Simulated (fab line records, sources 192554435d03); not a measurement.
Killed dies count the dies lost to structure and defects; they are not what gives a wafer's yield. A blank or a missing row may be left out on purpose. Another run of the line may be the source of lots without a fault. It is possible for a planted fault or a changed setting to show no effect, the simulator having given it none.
fab line records    flow n5_finfet
[record] lots = 7  wafers = 39
route steps=1938 shown FIN_SAQP@96 SD_EPI_N@288 SDB@373 MOL_CONTACT_COAG@586 BEOL_M2@901
start_h: hours from the record's first day to the start of the lot's first wafer shown    wait_h: hours since the lot's step before    " identical to the entry in the row above    L1.1+2: one row covering several wafers at once    - value missing, or start not given    * or withheld: withheld    < > ~ a bound
route shown NAME@n: a module of which the file shows steps, and the number in the route of the first    usual: mean/standard deviation taken from wafers without a fault    same: alike in all rows    chamber/n: place in a boat    sites: the reading at each site    _std_site: the standard deviation of these    _edge_site: outer sites' mean less inner sites'    radius_mm: how far each site lies from the wafer's centre    mask NAME#n: copy n    behind: tool/chamber where the wafer was last shaped    hold: reason for holding the lot/hours on hold/outcome of the hold    device: transistor that didn't switch, given as n, p or np    end of line: tests of these same wafers at the route's end    a step without rows: its recipe alone    killed: the dies lost at the first sort to structure and to defects; this is not the yield of the wafer    map: dies across one wafer; x = killed, . = not, _ = none there
set.NAME: the run value of the setting; set.NAME@STEP: its run value at that earlier step    model.NAME: the simulator's own value behind a step, which no gauge read
lots with deliberately changed settings; one table per step, one row per wafer
[[steps]]
[step N5_FIN_SAQP_HM_DEP_03]
[recipe] material = SiNx  target_thk_a = 380  temp_c = 400  precursor = SiH4/NH3/N2  pressure_torr = 1.5  rf_w = 300  time_s = 33.6
lot.wafer  tool      chamber  start_h  wait_h  set.target_thk_a  model.SiNx_of_FIN_SAQP_HM_DEP_03.thk_nm
L074.1     pecvd-03  0        20.77    0.2     380               37.76
L074.2     "         1        "        "       380               37.7
L074.3     "         2        "        "       380               38.5
L074.4     "         2        "        "       380               39.19
L074.5     "         0        "        "       380               38.01
L074.6     "         1        "        "       380               38.35
L077.1     pecvd-01  1        39.17    0.2     251.1             24.33
L077.2     "         0        "        "       380               36.94
L077.3     "         2        "        "       251.1             25.64
L077.4     "         2        "        "       380               38.52
L077.5     "         1        "        "       380               37.88
L077.6     "         0        "        "       251.1             24.63
L078.1     pecvd-03  2        44.91    0.2     380               38.43
L078.2     "         0        "        "       587.5             57.95
L078.3     "         1        "        "       380               36.85
L078.4     "         0        "        "       587.5             58.35
L078.5     "         1        "        "       587.5             59.24
L078.6     "         2        "        "       380               38.85
L081.1     pecvd-03  1        65.65    0.2     302.1             29.63
L081.2     "         2        "        "       380               37.93
L081.3     "         0        "        "       380               37.05
L081.4     "         1        "        "       302.1             29.58
L081.5     "         2        "        "       302.1             30.28
L081.6     "         0        "        "       380               38.23
L085.1     pecvd-01  0        86.92    0.2     380               36.47
L085.2     "         2        "        "       153.9             15.5
L085.3     "         1        "        "       380               37.27
L085.4     "         0        "        "       380               37.25
L085.5     "         2        "        "       153.9             15.8
L085.6     "         1        "        "       153.9             15.24
L093.1     pecvd-04  0        135.75   0.2     380               37.89
L093.2     "         1        "        "       285.9             28.98
L093.3     "         2        "        "       380               38.03
L093.4     "         0        "        "       285.9             28.93
L093.5     "         2        "        "       380               38.26
L093.6     "         1        "        "       285.9             29.37
L094.2     pecvd-01  2        142.45   0.2     380               38.01
L094.4     "         0        "        "       380               37.5
L094.5     "         2        "        "       380               38.84
[step N5_FIN_SAQP_THK_MEAS_05]
[usual] thk_nm = 38.0/0.6
lot.wafer  tool           chamber  start_h  wait_h  set.target_thk_a@FIN_SAQP_HM_DEP_03  thk_nm
L074.1     film_metro-01  -        20.86    0.1     380                                  37.8
L074.2     "              -        "        "       380                                  37.7
L074.3     "              -        "        "       380                                  38.5
L074.4     "              -        "        "       380                                  39.2
L074.5     "              -        "        "       380                                  38.0
L074.6     "              -        "        "       380                                  38.3
L077.1     film_metro-02  -        39.25    0.1     251.1                                24.3
L077.2     "              -        "        "       380                                  37.0
L077.3     "              -        "        "       251.1                                25.6
L077.4     "              -        "        "       380                                  38.6
L077.5     "              -        "        "       380                                  37.8
L077.6     "              -        "        "       251.1                                24.7
L078.1     film_metro-01  -        45.00    0.1     380                                  38.4
L078.2     "              -        "        "       587.5                                58.0
L078.3     "              -        "        "       380                                  36.8
L078.4     "              -        "        "       587.5                                58.3
L078.5     "              -        "        "       587.5                                59.2
L078.6     "              -        "        "       380                                  38.9
L081.1     film_metro-02  -        65.74    0.1     302.1                                29.7
L081.2     "              -        "        "       380                                  37.9
L081.3     "              -        "        "       380                                  37.1
L081.4     "              -        "        "       302.1                                29.6
L081.5     "              -        "        "       302.1                                30.2
L081.6     "              -        "        "       380                                  38.2
L085.1     film_metro-01  -        87.00    0.1     380                                  36.4
L085.2     "              -        "        "       153.9                                15.5
L085.3     "              -        "        "       380                                  37.3
L085.4     "              -        "        "       380                                  37.2
L085.5     "              -        "        "       153.9                                15.8
L085.6     "              -        "        "       153.9                                15.3
L093.1     film_metro-01  -        135.84   0.1     380                                  37.9
L093.2     "              -        "        "       285.9                                29.0
L093.3     "              -        "        "       380                                  38.0
L093.4     "              -        "        "       285.9                                28.9
L093.5     "              -        "        "       380                                  38.3
L093.6     "              -        "        "       285.9                                29.4
L094.2     film_metro-01  -        142.54   0.1     380                                  38.0
L094.4     "              -        "        "       380                                  37.5
L094.5     "              -        "        "       380                                  38.8
[step N5_FIN_SAQP_PECVD_47]
[recipe] material = a-Si  target_thk_a = 450  temp_c = 400  precursor = SiH4/He  pressure_torr = 3  rf_w = 100  time_s = 36.3
[step N5_FIN_SAQP_PECVD_48]
[recipe] material = SiNx  target_thk_a = 250  temp_c = 400  precursor = SiH4/NH3/N2  pressure_torr = 1.5  rf_w = 300  time_s = 22.1
[step N5_FIN_SAQP_MANDREL2_REMOVE_60]
[recipe] chemistry = HBr/Cl2/O2  bt_time_s = 10  target = a-Si  stop_on = SiNx  endpoint = OES-SiCl  over_etch_frac = 1  icp_w = 600  bias_w = 22  HBr_flow_sccm = 150  Cl2_flow_sccm = 80  O2_flow_sccm = 5  pressure_mtorr = 10
[step N5_FIN_SAQP_HM_OPEN_33]
[recipe] chemistry = CH3F/O2  target = SiNx  mask_material = SiO2  target_depth_a = 494  time_s = 70.6  pressure_mtorr = 30  source_w = 395  bias_w = 73  Ar_flow_sccm = 150  CH3F_flow_sccm = 30  O2_flow_sccm = 20  ion_energy_ev = 120  ends = cleared
[usual] etch_rf_on_time_s = 68.8/2.2
lot.wafer  tool         chamber  start_h  wait_h  set.target_thk_a@FIN_SAQP_HM_DEP_03  etch_rf_on_time_s  model.etch.depth_nm
L074.1     rie_diel-01  2        25.31    0.0     380                                  70.6               37.13
L074.2     "            3        "        "       380                                  68.6               37.07
L074.3     "            1        "        "       380                                  70.1               37.49
L074.4     "            1        "        "       380                                  72.3               38.29
L074.5     "            3        "        "       380                                  68.9               37.39
L074.6     "            2        "        "       380                                  71.7               37.34
L077.1     rie_diel-01  0        44.36    0.3     251.1                                41.5               23.69
L077.2     "            3        "        "       380                                  67.2               36.15
L077.3     "            1        "        "       251.1                                46.9               25.01
L077.4     "            3        "        "       380                                  70.3               37.89
L077.5     "            0        "        "       380                                  65.2               37.1
L077.6     "            1        "        "       251.1                                45.3               24.01
L078.1     rie_diel-02  1        53.96    0.2     380                                  70.5               37.8
L078.2     "            2        "        "       587.5                                103.3              56.94
L078.3     "            3        "        "       380                                  65.3               35.95
L078.4     "            0        "        "       587.5                                100.4              57.72
L078.5     "            1        "        "       587.5                                109.4              58.61
L078.6     "            0        "        "       380                                  66.1               37.95
L081.1     rie_diel-02  2        72.12    0.1     302.1                                52.6               29
L081.2     "            0        "        "       380                                  65.9               37.11
L081.3     "            1        "        "       380                                  68.9               36.42
L081.4     "            3        "        "       302.1                                52.5               28.76
L081.5     "            0        "        "       302.1                                52.7               29.65
L081.6     "            1        "        "       380                                  70.7               37.6
L085.1     rie_diel-02  0        94.42    0.1     380                                  64.7               35.84
L085.2     "            1        "        "       153.9                                27.6               14.6
L085.3     "            3        "        "       380                                  67.8               36.64
L085.4     "            1        "        "       380                                  68.7               36.25
L085.5     "            3        "        "       153.9                                28.1               15.17
L085.6     "            0        "        "       153.9                                25.9               14.24
L093.1     rie_diel-02  1        141.19   0.1     380                                  71.1               37.26
L093.2     "            2        "        "       285.9                                53.4               28.35
L093.3     "            3        "        "       380                                  70.3               37.22
L093.4     "            0        "        "       285.9                                51.4               28.3
L093.5     "            3        "        "       380                                  70.5               37.63
L093.6     "            2        "        "       285.9                                53.8               28.75
L094.2     rie_diel-02  2        147.73   0.1     380                                  70.2               37.39
L094.4     "            1        "        "       380                                  69.5               36.88
L094.5     "            1        "        "       380                                  72.0               38.22
[step N5_FIN_SAQP_ETCH_34]
[recipe] chemistry = C4F6/O2  target = SiO2  target_depth_a = 450  time_s = 15  ion_energy_ev = 250  pressure_mtorr = 30  source_w = 345  bias_w = 185  Ar_flow_sccm = 300  C4F6_flow_sccm = 10  O2_flow_sccm = 10  ends = cleared
[step N5_FIN_SAQP_STRIP_77]
[recipe] chemistry = N2/H2  time_s = 90  power_w = 100  temp_c = 40  pressure_mtorr = 100  rf_frequency_hz = 6e+07  bias_power_w = 3  n2_flow_sccm = 300  h2_flow_sccm = 300
[step N5_FIN_SAQP_ETCH_64]
[recipe] chemistry = CF4  target = SiO2  target_depth_a = 15  ion_energy_ev = 350  pressure_mtorr = 10  icp_w = 800  bias_w = 400  cf4_flow_sccm = 80
[step N5_FIN_SAQP_FIN_ETCH_36]
[recipe] chemistry = HBr/Cl2/O2  target_depth_a = 1200  mask_material = SiNx  time_s = 50.4  bias_w = 102  pressure_mtorr = 10  icp_w = 800  HBr_flow_sccm = 150  Cl2_flow_sccm = 80  O2_flow_sccm = 12
lot.wafer   tool       chamber  start_h  wait_h  set.target_thk_a@FIN_SAQP_HM_DEP_03  model.SiNx_of_FIN_SAQP_HM_DEP_03.thk_nm
L074.1+5    rie_si-02  0,2      25.60    0.0     380                                  20.6
L074.2      "          1        "        "       380                                  21.4
L074.3      "          2        "        "       380                                  20.8
L074.4      "          3        "        "       380                                  22.6
L074.6      "          3        "        "       380                                  21.8
L077.1      rie_si-02  3        44.64    0.0     251.1                                8
L077.2      "          1        "        "       380                                  20.6
L077.3      "          0        "        "       251.1                                8.6
L077.4      "          2        "        "       380                                  21.2
L077.5      "          3        "        "       380                                  21.4
L077.6      "          0        "        "       251.1                                7.6
L078.1      rie_si-06  1        54.25    0.0     380                                  21.8
L078.2      "          3        "        "       587.5                                41
L078.3      "          0        "        "       380                                  19.8
L078.4      "          2        "        "       587.5                                41.2
L078.5      "          3        "        "       587.5                                42.6
L078.6      "          2        "        "       380                                  21.6
L081.1+4    rie_si-02  2,0      72.41    0.0     302.1                                12.2
L081.2      "          3        "        "       380                                  21.4
L081.3      "          1        "        "       380                                  20.8
L081.5      "          1        "        "       302.1                                14
L081.6      "          0        "        "       380                                  21
L085.1+4    rie_si-03  3,0      94.70    0.0     380                                  19.6
L085.2+5+6  "          2,2,1    "        "       153.9                                0
L085.3      "          1        "        "       380                                  21.2
L093.1      rie_si-03  3        141.48   0.0     380                                  20.8
L093.2      "          1        "        "       285.9                                12.8
L093.3      "          2        "        "       380                                  20.2
L093.4      "          0        "        "       285.9                                11.4
L093.5      "          2        "        "       380                                  20.6
L093.6      "          1        "        "       285.9                                13.2
L094.2      rie_si-06  0        148.02   0.0     380                                  21.2
L094.4      "          2        "        "       380                                  20.4
L094.5      "          0        "        "       380                                  22
[step N5_SD_EPI_N_EPI_21]
[recipe] material = Si:P  dopant = P  temp_c = 680  pressure_torr = 255  time_s = 690
lot.wafer   tool          chamber  start_h  wait_h  set.epi_growth_time_s  model.Si-P_of_SD_EPI_N_EPI_21.thk_nm
L074.1      epi_rpcvd-03  0        49.80    0.1     690                    59.2
L074.2      "             0        "        "       805.8                  66.8
L074.3      "             0        "        "       805.8                  67.4
L074.4      "             0        "        "       690                    60.2
L074.5      "             0        "        "       805.8                  66.2
L074.6      "             0        "        "       690                    59
L077.1+4+5  epi_rpcvd-03  0        71.70    0.1     690                    60.4
L077.2+3    "             0        "        "       286.2                  26.8
L077.6      "             0        73.10    1.4     286.2                  26.2
L078.1+2+4  epi_rpcvd-04  0        78.01    0.1     904.1                  73
L078.3      "             0        "        "       690                    61
L078.5      "             0        "        "       690                    60.4
L078.6      "             0        "        "       690                    60.2
L081.1+6    epi_rpcvd-03  0        95.93    0.1     690                    58.8
L081.2      "             0        "        "       690                    57.8
L081.3      "             0        "        "       690                    58.2
L081.4      "             0        "        "       690                    58
L081.5      "             0        "        "       690                    59
L085.1+3    epi_rpcvd-03  0        123.87   0.1     690                    59.4
L085.2      "             0        "        "       571.8                  52
L085.4      "             0        "        "       571.8                  51.4
L085.5      "             0        "        "       690                    58.6
L085.6      "             0        "        "       571.8                  51.6
L093.1      epi_rpcvd-03  0        167.14   0.1     690                    59.2
L093.2      "             0        "        "       690                    59.6
L093.3      "             0        "        "       823.5                  66.8
L093.4      "             0        "        "       823.5                  66.2
L093.5      "             0        "        "       690                    58.8
L093.6      "             0        "        "       823.5                  66.4
L094.2      epi_rpcvd-04  0        175.11   0.4     690                    58.8
L094.4      "             0        "        "       690                    58.6
L094.5      "             0        "        "       690                    58
[step N5_SD_EPI_N_EPI_MEAS_23]
[recipe] mode = xrd
[usual] thk_nm = 59.1/1.2
lot.wafer  tool           chamber  start_h  wait_h  set.epi_growth_time_s@SD_EPI_N_EPI_21  thk_nm
L074.1     film_metro-01  -        51.51    1.4     690                                    59.7
L074.2     "              -        "        "       805.8                                  66.4
L074.3     "              -        "        "       805.8                                  69.0
L074.4     "              -        "        "       690                                    59.6
L074.5     "              -        "        "       805.8                                  63.7
L074.6     "              -        "        "       690                                    58.9
L077.1     film_metro-01  -        73.42    1.4     690                                    59.8
L077.2     "              -        "        "       286.2                                  25.1
L077.3     "              -        "        "       286.2                                  27.4
L077.4     "              -        "        "       690                                    61.9
L077.5     "              -        "        "       690                                    61.1
L077.6     "              -        "        "       286.2                                  26.5
L078.1     film_metro-01  -        79.72    1.4     904.1                                  73.7
L078.2     "              -        "        "       904.1                                  72.5
L078.3     "              -        "        "       690                                    59.7
L078.4     "              -        "        "       904.1                                  74.8
L078.5     "              -        "        "       690                                    61.3
L078.6     "              -        "        "       690                                    59.8
L081.1     film_metro-02  -        97.64    1.4     690                                    58.5
L081.2     "              -        "        "       690                                    57.3
L081.3     "              -        "        "       690                                    58.9
L081.4     "              -        "        "       690                                    56.9
L081.5     "              -        "        "       690                                    57.2
L081.6     "              -        "        "       690                                    58.7
L085.1     film_metro-01  -        125.58   1.4     690                                    59.5
L085.2     "              -        "        "       571.8                                  52.1
L085.3     "              -        "        "       690                                    60.0
L085.4     "              -        "        "       571.8                                  50.0
L085.5     "              -        "        "       690                                    58.9
L085.6     "              -        "        "       571.8                                  51.8
L093.1     film_metro-02  -        169.41   1.9     690                                    58.1
L093.2     "              -        "        "       690                                    59.4
L093.3     "              -        "        "       823.5                                  67.3
L093.4     "              -        "        "       823.5                                  66.5
L093.5     "              -        "        "       690                                    59.7
L093.6     "              -        "        "       823.5                                  66.4
L094.2     film_metro-01  -        176.55   1.2     690                                    59.7
L094.4     "              -        "        "       690                                    58.1
L094.5     "              -        "        "       690                                    58.3
[step N5_SD_EPI_N_PRECLEAN_24]
[recipe] chemistry = O3/DIW  time_s = 60  temp_c = 22  o3_ppm = 10
lot.wafer   tool          chamber  start_h  wait_h  set.epi_growth_time_s@SD_EPI_N_EPI_21  model.Si-P_of_SD_EPI_N_EPI_21.thk_nm
L074.1      wet_bench-05  5        51.55    0.0     690                                    58.8
L074.2      "             6        "        "       805.8                                  66.2
L074.3      "             4        "        "       805.8                                  67
L074.4      "             3        "        "       690                                    59.8
L074.5      "             2        "        "       805.8                                  65.8
L074.6      "             1        "        "       690                                    58.6
L077.1+4+5  wet_bench-05  7,6,3    73.45    0.0     690                                    60
L077.2      "             4        "        "       286.2                                  26.6
L077.3      "             2        "        "       286.2                                  26.8
L077.6      "             5        "        "       286.2                                  26
L078.1+2    wet_bench-04  7,0      79.76    0.0     904.1                                  72.6
L078.3      "             6        "        "       690                                    60.6
L078.4      "             5        "        "       904.1                                  72.4
L078.5      "             4        "        "       690                                    60
L078.6      "             1        "        "       690                                    59.8
L081.1+6    wet_bench-05  0,1      97.68    0.0     690                                    58.4
L081.2      "             7        "        "       690                                    57.4
L081.3      "             4        "        "       690                                    57.8
L081.4      "             3        "        "       690                                    57.6
L081.5      "             2        "        "       690                                    58.6
L085.1+3    wet_bench-03  3,6      125.62   0.0     690                                    59
L085.2      "             7        "        "       571.8                                  51.6
L085.4+6    "             1,0      "        "       571.8                                  51.2
L085.5      "             2        "        "       690                                    58.2
L093.1      wet_bench-03  0        169.45   0.0     690                                    58.8
L093.2      "             3        "        "       690                                    59.2
L093.3      "             2        "        "       823.5                                  66.4
L093.4+6    "             5,4      "        "       823.5                                  65.8
L093.5      "             1        "        "       690                                    58.4
L094.2      wet_bench-04  0        176.58   0.0     690                                    58.4
L094.4      "             1        "        "       690                                    58.2
L094.5      "             6        "        "       690                                    57.6
[step N5_SDB_ALD_29]
[recipe] material = SiNx  target_thk_a = 300  temp_c = 400  ald_precursor_family = SiH2I2  ald_co_reactant = N2/H2-plasma  pulse_time_s = 1  ald_cycles = 600  purge_time_s = 2  co_reactant_purge_time_s = 2  pressure_torr = 2
lot.wafer       tool        chamber    start_h  wait_h  set.ald_cycles  model.SiNx_of_SDB_ALD_29.thk_nm
L074.1+2        ald_sin-04  2,0        68.65    0.1     600             29.6
L074.3          "           1          "        "       460             22.8
L074.4          "           3          "        "       460             22.6
L074.5          "           2          70.00    1.4     600             29.8
L074.6          "           1          "        "       460             23
L077.1          ald_sin-02  0          88.56    0.0     808             40.6
L077.2+6        "           2          "        "       600             29.8
L077.3+5        "           1,3        "        "       808             40.2
L077.4          "           3          "        "       600             30
L078.1+5        ald_sin-04  0          95.16    0.3     600             29.8
L078.2          "           3          "        "       278             13.6
L078.3          "           2          "        "       278             13.8
L078.4          "           1          "        "       278             14
L078.6          "           1          96.52    1.6     600             30
L081.1          ald_sin-01  1          111.23   0.0     600             30
L081.2+3+4+5+6  "           0,2,3,1,0  "        "       600             30.2
L085.1          ald_sin-01  0          141.80   0.2     866             43.6
L085.2          "           3          "        "       866             43.8
L085.3+6        "           2          "        "       600             30.4
L085.4          "           1          "        "       600             30.2
L085.5          "           1          143.16   1.6     866             43.4
L093.1          ald_sin-02  2          183.93   0.0     271             13.2
L093.2          "           3          "        "       600             29.8
L093.3          "           1          "        "       600             29.6
L093.4          "           0          "        "       271             13.6
L093.5          "           3          185.28   1.4     271             13.4
L093.6          "           0          "        "       600             30
L094.2+5        ald_sin-04  2,0        194.06   0.0     600             30
L094.4          "           3          "        "       600             29.8
[step N5_SDB_CMP_30]
[recipe] stop_on = poly-Si  t_overpolish_s = 1.54  post_cmp_clean = alkaline_brush  down_force_psi = 4.1491  platen_rpm = 51.796  pad_velocity_m_s = 1.0306  target_thk_nm = 30
lot.wafer       tool    chamber    start_h  wait_h  set.ald_cycles@SDB_ALD_29  model.SiNx_of_SDB_ALD_29.thk_nm
L074.4          cmp-01  0          71.38    1.4     460                        22.6
L074.2+1        "       1,3        "        "       600                        29.6
L074.3          "       2          "        "       460                        22.8
L074.5          "       0          "        "       600                        29.8
L074.6          "       1          "        "       460                        23
L077.1+5        cmp-04  0          91.30    1.4     808                        29.8
L077.4          "       1          "        "       600                        30
L077.3          "       2          "        "       808                        30.4
L077.2+6        "       3,1        "        "       600                        29.8
L078.4          cmp-01  2          97.90    1.4     278                        14
L078.2          "       3          "        "       278                        13.6
L078.3          "       0          "        "       278                        13.8
L078.1+5        "       1,2        "        "       600                        29.8
L078.6          "       3          "        "       600                        30
L081.3+4+2+5+6  cmp-01  0,2,3,0,1  113.96   1.4     600                        30.2
L081.1          "       1          "        "       600                        30
L085.2          cmp-02  3          144.54   1.4     866                        30.2
L085.4          "       0          "        "       600                        30.2
L085.1          "       1          "        "       866                        30.6
L085.3+6        "       2,0        "        "       600                        30.4
L085.5          "       3          "        "       866                        29.6
L093.2          cmp-02  1          186.66   1.4     600                        29.8
L093.3          "       2          "        "       600                        29.6
L093.4          "       3          "        "       271                        13.6
L093.1          "       0          "        "       271                        13.2
L093.5          "       1          "        "       271                        13.4
L093.6          "       2          "        "       600                        30
L094.2+5        cmp-02  2          196.87   1.5     600                        30
L094.4          "       0          "        "       600                        29.8
[step N5_MOL_CONTACT_COAG_VIA_ETCH_46]
[recipe] chemistry = C4F6/O2  target_depth_a = 460  overetch_a = 92  mask_material = SOC  target = SiO2  bias_w = 455  pressure_mtorr = 10  time_s = 40  source_w = 325  Ar_flow_sccm = 300  C4F6_flow_sccm = 10  O2_flow_sccm = 10  ion_energy_ev = 575.3  ends = end_point
lot.wafer  tool         chamber  start_h  wait_h  set.target_depth_a  model.etch.depth_nm  model.SOC_of_MOL_CONTACT_COAG_COAT_75.thk_nm
L074.1     rie_diel-06  3        103.21   0.0     460                 46.4                 50.6
L074.2     "            1        "        "       374.4               45.88                51.4
L074.3     "            2        "        "       460                 44.98                50.2
L074.4     "            2        "        "       374.4               47.38                51.4
L074.5     "            1        "        "       374.4               47.19                51.4
L074.6     "            3        "        "       460                 45.78                51
L077.1     rie_diel-02  0        125.69   0.0     239.1               33.97                53.6
L077.2     "            2        "        "       239.1               33.63                53.8
L077.3     "            3        "        "       460                 45.17                51.2
L077.4     "            2        "        "       460                 45.6                 51.2
L077.5     "            3        "        "       239.1               32.75                53.8
L077.6     "            0        "        "       460                 46.47                50.8
L078.1     rie_diel-02  3        126.96   0.0     460                 44.69                50.6
L078.2     "            0        "        "       241.8               34.27                53
L078.3     "            2        "        "       241.8               33.61                53.2
L078.4     "            0        "        "       460                 45.91                50.4
L078.5     "            3        "        "       460                 46.79                50.4
L078.6     "            2        "        "       241.8               33.75                53
L081.1     rie_diel-06  2        144.53   0.0     460                 45.59                50.4
L081.2     "            1        "        "       460                 45.97                50.4
L081.3     "            0        "        "       460                 45.32                51
L081.4     "            3        "        "       658.6               46.42                48.4
L081.5     "            0        "        "       658.6               46.06                48.6
L081.6     "            3        "        "       658.6               46.53                48.6
L085.1     rie_diel-02  3        174.80   0.0     460                 45.17                50.8
L085.2     "            0        "        "       295.8               40.34                52.6
L085.3     "            1        "        "       295.8               38.71                52.6
L085.4     "            2        "        "       460                 45.76                50.8
L085.5     "            0        "        "       460                 47.59                50.4
L085.6     "            3        "        "       295.8               38.38                52.6
L093.1     rie_diel-02  3        215.50   0.0     460                 46.61                50.8
L093.2     "            1        "        "       339.9               42.3                 52.2
L093.3     "            0        "        "       460                 47.03                50.2
L093.4     "            2        "        "       339.9               43.2                 52.2
L093.5     "            1        "        "       339.9               42.86                52.2
L093.6     "            2        "        "       460                 47.54                51
L094.2     rie_diel-01  1        225.48   0.0     460                 46.19                50.4
L094.4     "            0        "        "       460                 47.61                50.4
L094.5     "            2        "        "       460                 47.14                51
[step N5_BEOL_M2_ALD_84]
[recipe] material = TaN  target_thk_a = *  temp_c = 275  ald_precursor_family = PDMAT  ald_co_reactant = NH3  pressure_torr = 3  carrier_flow_sccm = 1500  pulse_time_s = 2  purge_time_s = 3  co_reactant_purge_time_s = 2  co_reactant_pulse_time_s = 3  ald_cycles = 30  precursor_vessel_temp_c = 75  precursor_vessel_pressure_torr = 26.25  precursor_vessel_carrier_sccm = 1000
lot.wafer         tool          chamber      start_h  wait_h  set.ald_cycles  model.TaN_of_BEOL_M2_ALD_84.thk_nm
L074.1+2+3+4+5+6  ald_metal-01  1,3,2,0,2,3  144.67   0.0     30              *
L078.1            ald_metal-01  3            165.61   0.2     30              *
L078.2+3+5        "             2,1,1        "        "       35              *
L078.4+6          "             0,2          "        "       30              *
L077.1+2+3+6      ald_metal-01  1,3,2,0      168.24   0.0     30              *
L077.4+5          "             0,3          "        "       30              *
L081.1+5+6        ald_metal-03  0,1,0        186.81   0.0     24              *
L081.2+4          "             1,2          "        "       30              *
L081.3            "             3            "        "       30              *
L085.1+4+6        ald_metal-03  2,3,1        210.81   0.0     30              *
L085.2+3+5        "             0,1,2        "        "       44              *
L093.1+3+5        ald_metal-04  0,1,3        249.66   0.0     37              *
L093.2+4          "             3,2          "        "       30              *
L093.6            "             0            "        "       30              *
L094.2+4          ald_metal-01  1,0          273.22   0.1     30              *
L094.5            "             3            "        "       30              *
[[key]]
[split] step = N5_FIN_SAQP_HM_DEP_03  setting = target_thk_a  stated = 380  by = wafer
[response] step = N5_FIN_SAQP_HM_DEP_03  reading = model.SiNx_of_FIN_SAQP_HM_DEP_03.thk_nm  change = +0.37  per = 1%  r = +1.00
[response] step = N5_FIN_SAQP_THK_MEAS_05  reading = thk_nm  change = *  per = 1%  r = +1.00
[response] step = N5_FIN_SAQP_HM_OPEN_33  reading = etch_rf_on_time_s  change = *  per = 1%  r = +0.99
[response] step = N5_FIN_SAQP_HM_OPEN_33  reading = model.etch.depth_nm  change = +0.37  per = 1%  r = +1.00
[response] step = N5_FIN_SAQP_FIN_ETCH_36  reading = model.SiNx_of_FIN_SAQP_HM_DEP_03.thk_nm  change = +0.359  per = 1%  r = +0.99
[split] step = N5_SD_EPI_N_EPI_21  setting = epi_growth_time_s  stated = 690  by = wafer
[response] step = N5_SD_EPI_N_EPI_21  reading = model.Si-P_of_SD_EPI_N_EPI_21.thk_nm  change = +0.516  per = 1%  r = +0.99
[response] step = N5_SD_EPI_N_EPI_MEAS_23  reading = thk_nm  change = *  per = 1%  r = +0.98
[response] step = N5_SD_EPI_N_PRECLEAN_24  reading = model.Si-P_of_SD_EPI_N_EPI_21.thk_nm  change = +0.512  per = 1%  r = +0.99
[split] step = N5_SDB_ALD_29  setting = ald_cycles  stated = 600  by = wafer
[response] step = N5_SDB_ALD_29  reading = model.SiNx_of_SDB_ALD_29.thk_nm  change = +0.299  per = 1%  r = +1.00
[response] step = N5_SDB_CMP_30  reading = model.SiNx_of_SDB_ALD_29.thk_nm  shape = bent  at_lowest = 13.4  at_stated = 29.97  at_highest = 30.13
[split] step = N5_MOL_CONTACT_COAG_VIA_ETCH_46  setting = target_depth_a  stated = 460  by = wafer
[response] step = N5_MOL_CONTACT_COAG_VIA_ETCH_46  reading = model.etch.depth_nm  shape = bent  at_lowest = 33.45  at_stated = 46.16  at_highest = 46.34
[response] step = N5_MOL_CONTACT_COAG_VIA_ETCH_46  reading = model.SOC_of_MOL_CONTACT_COAG_COAT_75.thk_nm  change = -0.0533  per = 1%  r = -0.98
[split] step = N5_BEOL_M2_ALD_84  setting = ald_cycles  stated = 30  by = wafer
[response] step = N5_BEOL_M2_ALD_84  reading = model.TaN_of_BEOL_M2_ALD_84.thk_nm  change = *  per = 1%  r = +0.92
